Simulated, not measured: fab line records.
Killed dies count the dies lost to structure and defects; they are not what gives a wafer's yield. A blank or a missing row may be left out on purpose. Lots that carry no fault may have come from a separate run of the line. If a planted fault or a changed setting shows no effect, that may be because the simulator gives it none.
fab line records	flow nand-harc
record lots=6	wafers=18	last-day=34
route steps=1302 shown A_WL_FILL@960 A_CONTACT@983 END@1302
lots with no fault: from the same line, run without faults
start-h: hours from the record's opening day to when the first of the lot's shown wafers began	wait-h: hours elapsed since this lot's preceding step	" the same as in the row above	L1.1+2: a single row standing in for several wafers	- no value, or no start given	* or withheld: withheld	< > ~ a bound
route shown NAME@n: names a module that has steps shown in the file, with the first one's number in the route	usual: the fault-free wafers' mean and standard deviation	same: alike in all rows	chamber/n: place in a boat	sites: readings site by site	_std_site: standard deviation of those values	_edge_site: outer sites' mean less inner sites'	radius-mm: for every site, how far away it sits from the centre of the wafer	mask NAME#n: copy n	behind: the tool/chamber that last shaped the wafer	hold: why the lot went on hold/how many hours it stayed there/how the hold came to an end	device: names the non-switching transistor (n, p or np)	end of line: the route-end tests of the same wafers	step lacking rows: just its recipe	killed: not the wafer's yield, but the dies lost to structure and defects at the first sort	map: per-die view of a wafer (x killed, . not killed, _ where there is no die)
set.NAME: the setting the step ran with; set.NAME@STEP: the setting that earlier step ran with	model.NAME: the simulator's own value behind a step, which no gauge read
certain route steps with their lots: each step a table, each wafer a row
services: from which hour (start-h, from the record's first day; less than 0 if before it) a tool's chamber was out of use, for how many hours, and why
## steps
# step NHARC_A_WL_FILL_STRIP_28
# recipe time-s=1200	temp-c=72.5	chemistry=post-etch-residue-remover
# step NHARC_A_WL_FILL_PRECLEAN_06
# recipe time-s=300	chemistry=DIW
# step NHARC_A_WL_FILL_SRD_07
# step NHARC_A_WL_FILL_ANNEAL_08
# recipe temp-c=450	time-s=1800
# step NHARC_A_WL_FILL_ALD_10
# recipe target-thk-a=500	pulse-time-s=10	ald-cycles=500	temp-c=300	material=SiO2
# usual heater-power-w=471/30	precursor-pulse-height-rel=1.001/0.022
lot.wafer	tool	chamber	start-h	wait-h	heater-power-w	precursor-pulse-height-rel
L162.1	ald-hk-04	3	490.79	0.1	446	0.991
L162.2	"	1	491.83	1.1	440	0.998
L162.4	"	2	"	"	526	1.004
L164.4	ald-hk-04	3	500.52	0.1	451	0.973
L164.6	"	3	502.61	2.1	451	1.000
L164.5	"	0	"	"	435	1.061
L175.2	ald-hk-04	0	626.12	0.6	444	1.033
L175.3	"	1	"	"	446	1.023
L175.1	"	2	"	"	524	0.989
L178.4	ald-hk-01	2	644.83	0.6	465	1.002
L178.6	"	1	646.39	2.2	456	1.026
L178.5	"	2	"	"	464	0.996
L183.1	ald-hk-03	2	693.11	0.6	483	1.057
L183.3	"	3	"	"	478	0.981
L183.6	"	2	695.15	2.6	481	0.982
L184.2	ald-hk-04	0	717.57	0.6	454	0.974
L184.5	"	3	719.11	2.1	464	0.993
L184.6	"	0	"	"	448	1.005
# step NHARC_A_WL_FILL_ETCHBACK_16
# recipe target-depth-a=1200	time-s=24	c4f8-flow-sccm=withheld	o2-flow-sccm=8	ar-flow-sccm=withheld	rf-w=600	bias-w=800	chemistry=C4F8/O2/Ar
# step NHARC_A_WL_FILL_STRIP_29
# recipe time-s=20	o2-flow-sccm=500	ar-flow-sccm=0	bias-w=0	chemistry=O2
# usual drypump-motor-current-A=5.8/0.39	oes-product-au=1.001/0.0085	rf-vpp-V=57.8/0.89	showerhead-plenum-p-Torr=3.54/0.12	throttle-valve-pct=17.036/0.0091
# same time-s=20
lot.wafer	tool	chamber	start-h	wait-h	drypump-motor-current-A	oes-product-au	rf-hours-counter-h	rf-vpp-V	showerhead-plenum-p-Torr	throttle-valve-pct
L162.1	rie-diel-07	1	495.57	0.1	5.8	1.005	0.3	56.1	3.41	17.020
L162.2	"	3	"	"	6.5	0.993	0.3	57.7	3.58	17.046
L162.4	"	1	"	"	5.8	1.007	-	56.9	3.41	17.049
L164.4	rie-diel-01	3	505.31	0.1	6.0	1.010	4.5	57.5	3.52	17.038
L164.6	"	0	"	"	6.1	1.012	-	57.3	3.58	17.019
L164.5	"	1	"	"	5.3	0.995	-	58.5	3.55	17.038
L175.3	rie-diel-05	1	630.32	0.1	5.2	0.993	0.6	57.8	3.64	17.048
L175.1	"	2	"	"	5.4	0.994	0.9	60.1	3.77	17.039
L175.2	"	3	"	"	6.0	0.994	0.9	58.2	3.49	17.041
L178.4	rie-diel-01	1	649.09	0.1	5.3	1.010	3.9	60.2	3.54	17.034
L178.5	"	0	"	"	6.1	0.998	-	57.2	3.58	17.050
L178.6	"	1	"	"	5.2	1.002	-	58.5	3.54	17.048
L183.3	rie-diel-07	3	697.32	0.1	6.5	1.000	2.0	57.9	3.57	17.036
L183.1	"	0	"	"	5.8	1.010	0.8	58.7	3.41	17.045
L183.6	"	2	"	"	6.1	0.999	-	58.9	3.55	17.041
L184.2	rie-diel-07	0	721.80	0.1	5.8	1.008	2.2	59.0	3.41	17.031
L184.5	"	0	"	"	5.8	1.014	-	57.9	3.41	17.045
L184.6	"	1	"	"	5.9	1.010	-	57.6	3.40	17.019
# step NHARC_A_WL_FILL_ETCHBACK_17
# recipe target-depth-a=40	time-s=26.7	chemistry=Cl2/BCl3
# step NHARC_A_WL_FILL_PRECLEAN_18
# recipe time-s=30	chemistry=dHF
# step NHARC_A_WL_FILL_SRD_21
# step NHARC_A_WL_FILL_CVD_23
# recipe target-thk-a=400	temp-c=620	pressure-mtorr=200	time-s=800	material=poly-Si
# step NHARC_A_WL_FILL_ETCHBACK_26
# recipe target-depth-a=520	time-s=13.3	hbr-flow-sccm=150	rf-w=350	icp-w=350	bias-w=60	chemistry=HBr
# usual drypump-motor-current-A=5.7/0.64	oes-product-au=1.000/0.0094	throttle-valve-pct=23.266/0.0086
# same time-s=13.3
lot.wafer	tool	chamber	start-h	wait-h	drypump-motor-current-A	oes-product-au	rf-hours-counter-h	throttle-valve-pct
L162.4	rie-si-04	2	500.81	0.4	5.3	0.998	1.1	23.270
L162.2	"	0	"	"	6.5	0.988	1.0	23.252
L162.1	"	1	"	"	6.5	0.987	1.0	23.258
L164.4	rie-si-04	2	510.63	0.4	5.3	1.000	1.1	23.256
L164.6	"	1	"	"	6.5	0.978	-	23.272
L164.5	"	2	"	"	5.3	1.004	-	23.259
L175.2	rie-si-04	0	635.65	0.4	6.5	1.007	0.6	23.273
L175.3	"	1	"	"	6.5	0.987	0.6	23.272
L175.1	"	3	"	"	5.2	0.997	0.7	23.270
L178.4	rie-si-04	2	654.27	0.4	5.3	1.007	0.7	23.267
L178.6	"	2	"	"	5.3	1.001	-	23.281
L178.5	"	3	"	"	5.2	0.987	-	23.262
L183.1	rie-si-05	2	702.68	0.4	6.3	1.008	0.2	23.272
L183.3	"	0	"	"	6.1	1.002	0.1	23.258
L183.6	"	3	"	"	4.7	0.993	-	23.271
L184.2	rie-si-05	1	727.17	0.4	6.0	1.002	0.4	23.273
L184.6	"	2	"	"	6.3	1.013	-	23.260
L184.5	"	3	"	"	4.7	0.989	-	23.267
# step NHARC_A_WL_FILL_PRECLEAN_30
# recipe time-s=10	chemistry=dHF
# step NHARC_A_WL_FILL_SRD_14
# step NHARC_A_WL_FILL_ALD_19
# recipe target-thk-a=20	pulse-time-s=3	ald-cycles=100	temp-c=450	material=TiN
# step NHARC_A_WL_FILL_CVD_20
# recipe target-thk-a=1000	temp-c=400	pressure-torr=40	wf6-flow-sccm=40	h2-flow-sccm=1600	ar-flow-sccm=1560	time-s=74	material=W
# usual heater-power-w=835/64	throttle-valve-pct=8.04/0.24
# same time-s=74
lot.wafer	tool	chamber	start-h	wait-h	heater-power-w	throttle-valve-pct
L162.2	cvd-w-01	0	-	-	777	8.24
L162.1	"	1	"	"	971	7.98
L162.4	"	1	"	"	967	8.36
L164.4	cvd-w-02	1	-	-	881	8.54
L164.6	"	1	"	"	887	8.18
L164.5	"	0	"	"	776	7.60
L175.2	cvd-w-01	0	-	-	776	8.15
L175.1	"	1	"	"	909	8.04
L175.3	"	0	"	"	786	8.37
L178.4	cvd-w-01	0	-	-	760	8.25
L178.5	"	0	"	"	750	8.07
L178.6	"	1	"	"	922	8.08
L183.1	cvd-w-01	0	-	-	763	8.02
L183.3	"	0	"	"	763	8.12
L183.6	"	0	"	"	787	7.87
L184.2	cvd-w-02	1	-	-	806	8.19
L184.5	"	1	"	"	809	8.18
L184.6	"	1	"	"	819	8.05
# step NHARC_A_WL_FILL_CMP_12
# recipe t-overpolish-s=30	target-thk-nm=100
# usual motor-current-A=11.6/1.1	overpolish-run-s=29.999/0.0088	time-to-endpoint-s=20.3/2.5
lot.wafer	tool	chamber	start-h	wait-h	motor-current-A	overpolish-run-s	time-to-endpoint-s
L162.4	cmp-02	2	501.45	0.1	10.7	29.990	17.1
L162.2	"	3	"	"	11.6	30.012	22.6
L162.1	"	1	"	"	10.2	29.997	18.5
L164.4	cmp-03	2	511.30	0.1	13.1	29.999	20.1
L164.6	"	1	"	"	12.8	30.006	20.2
L164.5	"	2	"	"	13.3	29.996	20.7
L175.1	cmp-02	1	637.75	0.1	10.1	30.006	19.1
L175.2	"	2	"	"	11.9	29.990	18.1
L175.3	"	0	"	"	12.1	30.001	19.6
L178.4	cmp-01	2	654.94	0.1	10.9	30.000	21.7
L178.6	"	1	"	"	10.5	29.996	20.7
L178.5	"	2	"	"	10.7	30.014	22.5
L183.3	cmp-01	2	703.33	0.1	11.2	29.983	20.5
L183.1	"	1	"	"	10.7	29.990	18.3
L183.6	"	2	"	"	11.0	29.986	20.7
L184.2	cmp-03	3	727.99	0.3	10.7	30.003	16.3
L184.6	"	0	"	"	11.0	29.993	20.0
L184.5	"	1	"	"	12.8	30.005	18.0
# step NHARC_A_WL_FILL_SRD_31
# step NHARC_A_CONTACT_DEP_24
# recipe target-thk-a=5000	temp-c=400	pressure-torr=6.5	rf-w=900	teos-flow-sccm=161.4	flow-sccm=2650	target-thk-nm=500	gas=O2	material=SiO2
# usual heater-power-w=577/120	throttle-valve-pct=16.0/0.66
lot.wafer	tool	chamber	start-h	wait-h	heater-power-w	throttle-valve-pct
L162.2	pecvd-03	0	501.98	0.1	690	15.7
L162.1	"	2	"	"	459	16.2
L162.4	"	2	"	"	349	15.9
L164.4	pecvd-03	1	511.99	0.2	657	16.0
L164.5	"	2	"	"	456	16.0
L164.6	"	0	"	"	636	15.4
L175.1	pecvd-03	2	638.31	0.1	502	15.9
L175.3	"	0	"	"	635	15.8
L175.2	"	1	"	"	785	15.7
L178.5	pecvd-02	1	655.63	0.2	412	16.6
L178.4	"	2	"	"	535	17.3
L178.6	"	0	"	"	496	15.2
L183.1	pecvd-02	1	703.86	0.1	462	16.5
L183.3	"	0	"	"	558	15.1
L183.6	"	2	"	"	527	17.5
L184.2	pecvd-04	1	728.52	0.1	437	16.5
L184.5	"	0	"	"	681	16.0
L184.6	"	2	"	"	479	15.9
# step NHARC_A_CONTACT_DEP_28
# recipe target-thk-a=70000	temp-c=400	material=aC
# step NHARC_A_CONTACT_DEP_29
# recipe target-thk-a=1000	target-thk-nm=100	temp-c=400	pressure-torr=3.5	flow-sccm=200	rf-w=350	material=SiON
# step NHARC_A_CONTACT_DEHYDRATE_32
# recipe temp-c=150	time-s=120
# step NHARC_A_CONTACT_HMDS_33
# recipe time-s=30
# step NHARC_A_CONTACT_COAT_34
# recipe temp-c=260	time-s=75
# step NHARC_A_CONTACT_COAT_35
# recipe temp-c=225	time-s=65
# step NHARC_A_CONTACT_COAT_36
# recipe spin-rpm=1500	resist-thk-nm=90
# step NHARC_A_CONTACT_SOFTBAKE_37
# recipe temp-c=105	time-s=55
# step NHARC_A_CONTACT_EBR_38
# step NHARC_A_CONTACT_EXPOSE_39
# recipe na=1.35	sigma-outer=0.8	dose-mj=58.79	mask-id=A_CC_3
# step NHARC_A_CONTACT_PEB_40
# recipe peb-temp-c=100	peb-time-s=65
# step NHARC_A_CONTACT_DEVELOP_41
# recipe develop-time-s=35	dev-temp-c=23
# step NHARC_A_CONTACT_CD_MEAS_42
# recipe target-cd-nm=300	landing-energy-ev=500
# usual cd-nm=300.2/0.48
lot.wafer	tool	chamber	start-h	wait-h	cd-nm
L162.1	cd-sem-03	0	510.40	-	301.2
L162.2	"	0	"	"	300.3
L162.4	"	0	"	"	300.6
L164.4	cd-sem-02	0	517.48	-	300.8
L164.5	"	0	"	"	300.8
L164.6	"	0	"	"	299.9
L175.1	cd-sem-02	0	643.94	-	299.7
L175.2	"	0	"	"	300.0
L175.3	"	0	"	"	300.6
L178.4	cd-sem-03	0	661.08	-	300.0
L178.5	"	0	"	"	299.5
L178.6	"	0	"	"	300.3
L183.1	cd-sem-03	0	709.56	-	300.6
L183.3	"	0	"	"	300.8
L183.6	"	0	"	"	300.3
L184.2	cd-sem-03	0	734.05	-	300.5
L184.5	"	0	"	"	300.2
L184.6	"	0	"	"	299.6
# step NHARC_A_CONTACT_OVL_MEAS_43
# usual overlay-x-nm=0.1/0.73	overlay-y-nm=0.0/0.77
lot.wafer	tool	chamber	start-h	wait-h	overlay-x-nm	overlay-y-nm
L162.1	overlay-01	-	510.49	-	0.4	-0.3
L162.2	"	-	"	"	-0.3	-0.5
L162.4	"	-	"	"	-0.2	-0.5
L164.4	overlay-02	-	517.56	-	-0.7	0.7
L164.5	"	-	"	"	-0.8	0.7
L164.6	"	-	"	"	-0.1	0.5
L175.1	overlay-01	-	644.03	-	0.0	-1.2
L175.2	"	-	"	"	-0.7	-1.1
L175.3	"	-	"	"	-0.3	-1.0
L178.4	overlay-02	-	661.16	-	-0.7	1.8
L178.5	"	-	"	"	-0.9	1.3
L178.6	"	-	"	"	-1.2	0.6
L183.1	overlay-02	-	709.64	-	-1.0	0.7
L183.3	"	-	"	"	-1.4	0.6
L183.6	"	-	"	"	-1.6	1.0
L184.2	overlay-01	-	734.14	-	-0.3	0.3
L184.5	"	-	"	"	-0.1	0.8
L184.6	"	-	"	"	0.6	0.7
# step NHARC_A_CONTACT_DESCUM_47
# recipe time-s=3	o2-flow-sccm=200	ar-flow-sccm=0	bias-power-w=0	chemistry=O2
# step NHARC_A_CONTACT_ETCH_48
# recipe target-depth-a=390	over-etch-frac=0.3	time-s=65	ion-energy-ev=80	cf4-flow-sccm=150	ar-flow-sccm=0	rf-w=300	bias-w=100	chemistry=CF4
# step NHARC_END_SORT_01
# recipe temp-c=25
# usual killed-at-array=64/18	killed-at-other=0.8/1.1	killed-at-periphery=3.8/2.7	killed-dies=68/18	killed-open=3.3/1.9	killed-short=2.3/1.8
# same gross-dies=677
lot.wafer	tool	chamber	start-h	wait-h	killed-at-array	killed-at-other	killed-at-periphery	killed-dies	killed-open	killed-short
L162.1	prober-02	0	584.70	2.5	53	0	0	53	3	3
L162.2	prober-02	0	585.50	2.8	52	0	2	54	2	1
L162.4	prober-02	0	587.10	3.4	50	0	1	51	2	4
L175.1	prober-02	0	713.22	2.5	138	0	0	138	1	0
L175.2	prober-02	0	714.02	2.8	116	0	3	119	2	1
L175.3	prober-02	0	714.83	3.1	101	2	3	106	4	1
L178.4	prober-02	0	738.36	3.4	113	1	1	115	3	2
L178.5	prober-02	0	739.15	3.7	156	0	0	156	3	1
L178.6	prober-02	0	739.95	4.0	90	0	2	92	1	3
# killed by level:class
L162.1 A_CHANNEL_HOLE_D2:chamber-film-flake=39 A_CHANNEL_HOLE_D1:chamber-film-flake=4 A_ONON_D1:geometric-particle:open=3 A_CONTACT:chamber-film-flake=2 A_ONON_D1:geometric-particle:short=1 A_WL_FILL:geometric-particle:short=1 A_CHANNEL_HOLE_D2:geometric-particle:short=1 A_ZERO_WELL:chamber-film-flake=1
L162.2 A_CHANNEL_HOLE_D2:chamber-film-flake=38 A_STAIRCASE:chamber-film-flake=3 A_CONTACT:chamber-film-flake=3 A_ZERO_WELL:chamber-film-flake=2 A_CHANNEL_HOLE_D1:chamber-film-flake=2 P_GATE:geometric-particle:short=1 A_CONTACT:geometric-particle:open=1 A_M0:geometric-particle:open=1
L162.4 A_CHANNEL_HOLE_D2:chamber-film-flake=35 A_STAIRCASE:chamber-film-flake=3 A_ZERO_WELL:chamber-film-flake=2 A_DECK1_JOINT:chamber-film-flake=2 A_ONON_D1:geometric-particle:short=1 A_ONON_D2:geometric-particle:short=1 A_STAIRCASE:geometric-particle:open=1 A_SGD_CUT:geometric-particle:short=1
L175.1 A_WL_FILL:unspecified=91 A_CHANNEL_HOLE_D2:chamber-film-flake=22 A_CHANNEL_HOLE_D1:chamber-film-flake=11 A_SLIT:chamber-film-flake=7 A_CHANNEL_FILL_D1:chamber-film-flake=2 A_CHANNEL_FILL_D2:chamber-film-flake=2 A_WL_FILL:geometric-particle:open=1 A_DECK1_JOINT:chamber-film-flake=1
L175.2 A_WL_FILL:unspecified=84 A_CHANNEL_HOLE_D2:chamber-film-flake=10 A_CHANNEL_HOLE_D1:chamber-film-flake=9 A_CONTACT:chamber-film-flake=6 A_CHANNEL_FILL_D1:chamber-film-flake=3 P_GATE:geometric-particle:open=1 A_CHANNEL_HOLE_D2:geometric-particle:open=1 A_M0:geometric-particle:short=1
L175.3 A_WL_FILL:unspecified=54 A_CHANNEL_HOLE_D2:chamber-film-flake=26 A_CHANNEL_HOLE_D1:chamber-film-flake=8 A_SLIT:chamber-film-flake=5 A_CHANNEL_HOLE_D2:geometric-particle:open=2 A_CONTACT:chamber-film-flake=2 THIN_TSV:chamber-film-flake=2 P_CONTACT:geometric-particle:open=1
L178.4 A_WL_FILL:unspecified=48 A_CHANNEL_HOLE_D1:chamber-film-flake=37 A_CHANNEL_HOLE_D2:chamber-film-flake=15 A_SLIT:chamber-film-flake=3 A_CHANNEL_FILL_D1:chamber-film-flake=2 A_CONTACT:chamber-film-flake=2 A_STAIRCASE:chamber-film-flake=2 P_CONTACT:geometric-particle:open=1
L178.5 A_WL_FILL:unspecified=93 A_CHANNEL_HOLE_D1:chamber-film-flake=31 A_CHANNEL_HOLE_D2:chamber-film-flake=19 A_SLIT:chamber-film-flake=6 A_ONON_D2:geometric-particle:short=1 A_STAIRCASE:chamber-film-flake=1 A_CHANNEL_FILL_D2:geometric-particle:open=1 A_SGD_CUT:geometric-particle:open=1
L178.6 A_WL_FILL:unspecified=46 A_CHANNEL_HOLE_D2:chamber-film-flake=19 A_CHANNEL_HOLE_D1:chamber-film-flake=13 A_SLIT:chamber-film-flake=4 A_CONTACT:chamber-film-flake=2 P_GATE:geometric-particle:short=1 P_M0:geometric-particle:short=1 A_SOURCE_PLATE:geometric-particle:open=1
# map L175.1 (x killed, . not)
____________.____________
_________......._________
_______..........._______
______.............______
_____..............._____
____.................____
____...............x.____
___................x..___
___....x...........x..___
__......xx.x......x....__
__....x.xx...........xx__
_....xxxxxx......x.xx..._
_....xxxxxxxx....xx...x._
_...xxxxxxxx......xx...._
_....xxxxxxxx....x......_
_....xxxxxxxxxx........._
.....xxxxxxxx.......x....
....xxxxxxxxxxx.xx.......
...x.xxxxxxxxxxxx........
.....xxxxxxxxxx..........
.....xxxxxxxxxx..........
_.....xxxxx.xx.x........_
_......x..xxxxx........._
_......x...x............_
_....x.x......x........._
_......................._
__.....................__
__.....................__
___...................___
___......x............___
____.................____
____.x...............____
_____..............._____
______.............______
_______..........._______
_________......._________
____________.____________
# map L178.5 (x killed, . not)
____________.____________
_________......._________
_______..........._______
______.............______
_____..............._____
____.................____
____...x.............____
___................xxx___
___................xxx___
__......x..x....x..xxx.__
__.......xx......xxx...__
_.....xxxxxx..x.x.xxx..._
_....xxxxxxx...x.xxxx..._
_..x.xxxxxxxx..x.xxx...._
_....xxxxxxxx...xx.xx..._
_xx.xxxxxxxxxx.xxxxx...._
....xxxxxxxxxx.xxx.x.....
.x..xxxxxxxxx..xxxx......
.....xxxxxxx.x.x...x.....
....xxxxxxxxxx....x......
....x.xxxxxxx....x.......
_..x.xxxxxx............._
_.......x.x............._
_......................._
_.......x..............._
_......................._
__.....................__
__................x....__
___..........x....x...___
___.x.................___
____.................____
____.....x...........____
_____..............._____
______.............______
_______..........._______
_________......._________
____________.____________
## services
tool	chamber	start-h	hours	kind
rie-diel-01	3	467.43	14.2	repair
rie-diel-07	-	471.20	9.0	pm
rie-diel-07	2	482.87	5.0	repair
cvd-w-01	-	487.07	0.3	repair
rie-diel-07	2	494.50	22.6	repair
rie-si-04	-	519.00	9.0	pm
cvd-w-01	-	545.88	0.7	repair
cvd-w-01	-	547.00	13.0	pm
pecvd-03	-	547.18	13.0	pm
rie-diel-07	-	595.18	0.4	repair
rie-diel-07	-	595.96	0.7	repair
rie-diel-07	1	598.91	6.3	repair
pecvd-03	-	599.55	1.0	repair
ald-hk-04	-	612.32	10.0	pm
pecvd-03	-	614.07	0.6	repair
rie-si-04	-	627.10	0.4	repair
rie-diel-07	2	645.30	15.7	repair
rie-diel-07	-	648.20	9.0	pm
rie-si-04	-	650.75	1.5	repair
rie-si-04	-	655.31	0.5	repair
cvd-w-01	1	667.66	1.5	repair
rie-si-04	-	696.00	9.0	pm
cvd-w-01	-	728.00	13.0	pm
pecvd-03	-	728.18	13.0	pm
## key
first-sign step=NHARC_END_SORT_01	reading=killed-at-array	direction=up	sigmas=3	usual=64	struck=119	wafers-moved=5
effect step=NHARC_END_SORT_01	reading=killed-dies	direction=up	sigmas=2.9	usual=68	struck=121	wafers-moved=5
more-kills-born-at NHARC_A_WL_FILL_ETCHBACK_26@rie-si-04=416
met-at NHARC_A_WL_FILL_ETCHBACK_26
struck-wafers L175.1,L175.2,L175.3,L178.4,L178.5,L178.6
tester-left-out L175,L178
onset-between 510.63 635.65
fault kind=chamber-particle-source	tool=rie-si-04	chamber=-	onset-h=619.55	steps=NHARC_A_WL_FILL_ETCHBACK_26	rate-per-visit-cm2=1.4565	end-h=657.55
# tester-left-out: of these lots the tester's yield and bins aren't shown, on N5 and GAA mostly nor the transistor test; their killed dies are dies lost to structure and defects alone, not to doping, threshold or leakage, so they don't give the yield
